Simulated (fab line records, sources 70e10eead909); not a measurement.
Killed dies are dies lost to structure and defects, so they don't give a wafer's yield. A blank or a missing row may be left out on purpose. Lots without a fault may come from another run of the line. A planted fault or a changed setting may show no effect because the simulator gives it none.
Chamber matching | flow nand_harc | NHARC_P_M1_PRE_CLEAN_32 on pecvd-01: 3 sister chambers
The step time 12 s. 3 wafers are shown with their chamber, then 9 later ones without.

WAFERS WITH THEIR CHAMBER
wafer  | chamber | heater_power_w (W)
L088.3 | 1       | 656
L088.4 | 2       | 637
L088.6 | 0       | 635

WAFERS WITHOUT THEIR CHAMBER
wafer  | heater_power_w (W)
L089.1 | 745
L089.2 | 680
L089.6 | 667
L095.2 | 701
L095.5 | 710
L095.6 | 703
L097.1 | 605
L097.2 | 678
L097.5 | 678

WHICH CHAMBER EACH WENT THROUGH
wafer  | from the rows above          | in truth
L089.1 | can't be placed: 1 or 2 or 0 | 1
L089.2 | can't be placed: 1 or 2 or 0 | 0
L089.6 | can't be placed: 1 or 2 or 0 | 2
L095.2 | can't be placed: 1 or 2 or 0 | 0
L095.5 | can't be placed: 1 or 2 or 0 | 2
L095.6 | can't be placed: 1 or 2 or 0 | 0
L097.1 | can't be placed: 0 or 2 or 1 | 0
L097.2 | can't be placed: 1 or 2 or 0 | 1
L097.5 | can't be placed: 1 or 2 or 0 | 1
Placed correctly: 0 of 9. Can't be placed from these rows: 9 (the true chamber is among the candidates in 9). Placed wrongly: 0.
How it was worked out, from the rows above alone: a wafer's distance from a chamber is the root of the sum, over the readings, of the square of ((its reading less the chamber's mean) divided by the reading's scatter). The wafer belongs to the nearest chamber; if the next one is less than 2 further off, it can't be placed. A chamber's mean is the mean of its shown wafers. The scatter: with one shown wafer a chamber, the root of the mean of the squares of how far each hidden wafer lies from its nearest shown one.
